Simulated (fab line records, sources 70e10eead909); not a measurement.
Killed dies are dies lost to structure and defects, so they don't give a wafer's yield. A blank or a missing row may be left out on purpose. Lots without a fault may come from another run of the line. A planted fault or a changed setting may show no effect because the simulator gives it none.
A struck lot beside a sound one | flow nand_harc | 13 steps out of a route of 1159
Sound: wafers L396.1, L396.3, L396.6. Struck: wafers L406.1, L406.3, L406.6. The cause comes at the end.
At each step with rows: each side's tool, then ch and its chambers, then its first start. Under that, the readings that differ: sound wafers | struck wafers | difference of the means | sigmas: that difference in standard deviations of wafers without a fault.
alike: readings whose means differ by less than 2 such deviations, and words and numbers that are the same on both sides. not compared: withheld readings, readings that some wafer has no value for, bounds like >300 that may hide the same value, and numbers for which the record gives no deviation and whose values overlap.
The two part at a step that has a row with sigmas, a row that says differs or no value, or rows on one side only. Numbers that don't overlap but have no deviation are shown without sigmas and don't part them. A reading that every wafer of one side lacks parts them only if that side has two wafers or more.

first, 3 steps without rows for these wafers: NHARC_A_STAIRCASE_STRIP_447 (strips in SPM, time 900 s); NHARC_A_STAIRCASE_PRECLEAN_448 (cleans in SC1); NHARC_A_STAIRCASE_SRD_449.
NHARC_A_STAIRCASE_CMP_450: polishes SiO2, target thk 200 nm.
  sound on cmp-02 ch 1,2, day 15 17:17; struck on cmp-02 ch 0,2, day 17 13:56
  alike: motor_current_A, slurry_filter_dp_kPa
then, 3 steps without rows for these wafers: NHARC_A_STAIRCASE_CMP_152 (polishes); NHARC_A_STAIRCASE_SRD_154; NHARC_A_STAIRCASE_ETCH_403 (etches SiO2 in dHF, target depth 108.2 nm).
NHARC_A_STAIRCASE_ETCHBACK_422: etches the open film in CH3F/O2, target depth 40 nm, time 74.286 s.
  sound on rie_diel-13 ch 0,2, day 15 19:57; struck on rie_diel-11 ch 1,2, day 17 14:28
  alike: drypump_motor_current_A, oes_product_au, rf_vpp_V, showerhead_plenum_p_Torr, throttle_valve_pct
  not compared: rf_hours_counter_h
then, 1 step without rows for these wafers: NHARC_A_STAIRCASE_ETCH_423 (etches SiO2 in dHF, target depth 30 nm).
NHARC_A_STAIRCASE_ETCHBACK_157: etches the open film in CH3F/O2, target depth 90 nm, time 167.14 s.
  sound on rie_diel-13 ch 1,2, day 15 20:18; struck on rie_diel-11 ch 0,1,2, day 17 14:52
  alike: drypump_motor_current_A, oes_product_au, rf_vpp_V, showerhead_plenum_p_Torr, throttle_valve_pct
  not compared: rf_hours_counter_h
NHARC_A_STAIRCASE_STRIP_475: strips in O2, time 20 s.
  sound on rie_diel-13 ch 0,1,2; struck on rie_diel-11 ch 1,3
  reading               | sound             | struck            | difference | sigmas
  oes_product_au (a.u.) | 1.010 1.022 1.013 | 0.978 0.993 0.975 | -0.033     | -2
  alike: drypump_motor_current_A, rf_vpp_V, showerhead_plenum_p_Torr, throttle_valve_pct
  not compared: rf_hours_counter_h
NHARC_A_STAIRCASE_DEP_471: deposits SiO2, target thk 100 nm.
  sound on pecvd-01 ch 1,2, day 15 20:35; struck on pecvd-01 ch 1,2, day 17 15:09
  no value came back on the struck wafers for any of 5 readings (chamber_pressure_Torr (Torr), flow_sccm (sccm) and others); on the sound wafers chamber_pressure_Torr (Torr) reads 6.522 6.509 6.518
NHARC_A_STAIRCASE_CMP_472: polishes SiO2.
  sound on cmp-03 ch 1,2,3, day 15 20:53; struck on cmp-02 ch 0,1, day 17 15:23
  alike: motor_current_A, slurry_filter_dp_kPa

WHERE THEY PART
First at NHARC_A_STAIRCASE_STRIP_475; last, within this record, at NHARC_A_STAIRCASE_DEP_471. Later steps at which nothing parts them and some readings are alike: NHARC_A_STAIRCASE_CMP_472.

WHY: what the simulator had put in
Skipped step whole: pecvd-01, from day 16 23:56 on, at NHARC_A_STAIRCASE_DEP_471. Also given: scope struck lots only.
